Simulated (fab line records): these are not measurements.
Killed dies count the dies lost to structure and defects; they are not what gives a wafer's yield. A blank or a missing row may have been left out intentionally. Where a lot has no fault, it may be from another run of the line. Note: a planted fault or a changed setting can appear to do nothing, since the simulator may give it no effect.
Matching of chambers + flow n5-finfet + 3 sister chambers for N5_BEOL_M1_DEP_57 on pecvd-01
The step deposits SiCN from 3MS/NH3, target thk 8 nm, time 14 s. 6 wafers are shown with their chamber, then 9 later ones without.

## WAFERS, EACH WITH ITS CHAMBER
| wafer  | chamber | showerhead-plenum-p-Torr (Torr) | throttle-valve-pct (%) |
|--------|---------|---------------------------------|------------------------|
| L082.6 | 0       | 3.683                           | 9.0                    |
| L084.3 | 0       | 3.680                           | 9.3                    |
| L084.6 | 1       | 3.639                           | 8.7                    |
| L088.2 | 2       | 3.683                           | 8.2                    |
| L088.5 | 1       | 3.654                           | 8.6                    |
| L088.6 | 2       | 3.685                           | 8.1                    |

## WAFERS WHOSE CHAMBER IS MISSING
| wafer  | showerhead-plenum-p-Torr (Torr) | throttle-valve-pct (%) |
|--------|---------------------------------|------------------------|
| L092.3 | 3.654                           | 8.8                    |
| L092.5 | 3.683                           | 9.1                    |
| L092.6 | 3.651                           | 9.0                    |
| L094.1 | 3.678                           | 8.3                    |
| L094.4 | 3.675                           | 8.3                    |
| L094.6 | 3.686                           | 8.9                    |
| L096.2 | 3.653                           | 9.0                    |
| L096.4 | 3.670                           | 8.4                    |
| L096.6 | 3.644                           | 8.9                    |

## WHICH CHAMBER EACH ONE RAN IN
| wafer  | from the rows above     | in truth |
|--------|-------------------------|----------|
| L092.3 | 1                       | 1        |
| L092.5 | 0                       | 0        |
| L092.6 | 1                       | 1        |
| L094.1 | 2                       | 2        |
| L094.4 | 2                       | 2        |
| L094.6 | 0                       | 0        |
| L096.2 | can't be placed: 1 or 0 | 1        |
| L096.4 | can't be placed: 2 or 1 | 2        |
| L096.6 | 1                       | 1        |
Correct placement for 7 of the 9. From these rows, 2 cannot be placed; in 2 the true chamber is one of the candidates. 0 placed wrongly.
How it was worked out, from the rows above alone: a wafer's distance from a chamber is the root of the sum, over the readings, of the square of ((its reading less the chamber's mean) divided by the reading's scatter). The wafer belongs to the nearest chamber; if the next one is less than 2 further off, it can't be placed. The mean given for a chamber averages the wafers shown for that chamber. The scatter: the root of (the sum of the squares of (reading less its chamber's mean) over the shown wafers, divided by (wafers less chambers)).
